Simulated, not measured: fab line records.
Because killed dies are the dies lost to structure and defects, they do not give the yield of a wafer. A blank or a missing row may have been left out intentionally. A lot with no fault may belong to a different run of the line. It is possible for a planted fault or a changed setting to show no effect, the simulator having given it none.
Chamber matching    flow n5-finfet    N5_BEOL_M1_PRE_CLEAN_60 on cvd-co-02 has 3 sister chambers
The step time 15 s. 6 wafers are shown with their chamber, then 10 later ones without.

WAFERS WITH THEIR CHAMBER
wafer   chamber  heater-power-w (W)
L079.3  2        66
L081.2  1        165
L081.4  2        65
L081.5  0        112
L084.2  0        112
L084.3  1        165

WAFERS MISSING THEIR CHAMBER
wafer   heater-power-w (W)
L084.4  109
L086.4  165
L086.5  111
L086.6  68
L090.1  113
L090.2  170
L090.3  64
L094.1  65
L094.2  113
L094.4  113

WHICH CHAMBER EACH WENT THROUGH
wafer   from the rows above  in truth
L084.4  0                    0
L086.4  1                    1
L086.5  0                    0
L086.6  2                    2
L090.1  0                    0
L090.2  1                    1
L090.3  2                    2
L094.1  2                    2
L094.2  0                    0
L094.4  0                    0
Correct placement for 10 of the 10. Number that these rows cannot place: 0. 0 placed wrongly.
How it was worked out, from the rows above alone: a wafer's distance from a chamber is the root of the sum, over the readings, of the square of ((its reading less the chamber's mean) divided by the reading's scatter). The wafer belongs to the nearest chamber; if the next one is less than 2 further off, it can't be placed. Each chamber's mean is taken over the wafers shown for it. The scatter is the square root of a quotient: the sum, over the shown wafers, of each reading's squared deviation from its chamber's mean, divided by wafers minus chambers.
